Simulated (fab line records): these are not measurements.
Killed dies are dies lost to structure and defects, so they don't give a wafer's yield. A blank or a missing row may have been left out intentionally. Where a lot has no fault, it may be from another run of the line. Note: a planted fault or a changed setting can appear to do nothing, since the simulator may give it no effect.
Chamber matching -- flow nand-harc -- rie-diel-11 running NHARC_P_CONTACT_DESCUM_17: 4 sister chambers
The step chemistry O2, time 3 s. 14 wafers are shown with their chamber, then 7 later ones without.

## WAFERS WITH THEIR CHAMBER
wafer,chamber,showerhead-plenum-p-Torr (Torr),drypump-motor-current-A (A),oes-product-au (a.u.)
L992.1,1,2.02,5.0,1.006
L992.4,0,1.82,6.5,1.016
L992.6,0,1.82,6.5,1.007
L994.2,1,2.02,5.0,1.002
L994.3,0,1.82,6.5,1.010
L994.4,2,1.89,5.8,0.998
L993.1,0,1.82,6.5,1.013
L993.5,0,1.82,6.4,1.016
L993.6,1,2.02,5.0,0.993
L999.1,2,1.89,5.8,1.001
L999.5,3,1.82,6.2,0.984
L999.6,0,1.82,6.5,1.003
L104.1,0,1.82,6.5,1.018
L104.3,3,1.81,6.2,1.001

SIGNATURES, as means of the wafers listed above
reading,chamber 0,chamber 1,chamber 2,chamber 3,scatter within a chamber
showerhead-plenum-p-Torr,1.8200,2.0200,1.8900,1.8150,0.00224
drypump-motor-current-A,6.486,5.000,5.800,6.200,0.0293
oes-product-au,1.01186,1.00033,0.99950,0.99250,0.00645
Rule: for a wafer and a chamber, the distance is found by dividing, reading by reading, the gap between the wafer's reading and the chamber's mean by the reading's scatter, squaring, summing and taking the root. If the next closest chamber is less than 2 further off than the closest, the wafer can't be placed; otherwise it belongs to the closest. The scatter: take each reading less its chamber's mean, square it, sum over the shown wafers, divide by the number of wafers less the number of chambers, and take the root.

## WAFERS MISSING THEIR CHAMBER
wafer,showerhead-plenum-p-Torr (Torr),drypump-motor-current-A (A),oes-product-au (a.u.)
L104.4,1.89,5.8,0.995
L106.4,2.02,5.0,1.005
L106.5,1.82,6.5,1.014
L106.6,2.02,5.0,0.995
L105.2,1.89,5.8,0.989
L105.4,2.02,5.0,1.006
L105.5,1.82,6.5,1.002

## WHICH CHAMBER EACH WENT THROUGH
wafer,from the rows above,in truth
L104.4,2,2
L106.4,1,1
L106.5,0,0
L106.6,1,1
L105.2,2,2
L105.4,1,1
L105.5,0,0
Correctly placed: 7 of 7. From these rows, 0 cannot be placed. Wrongly placed: 0.
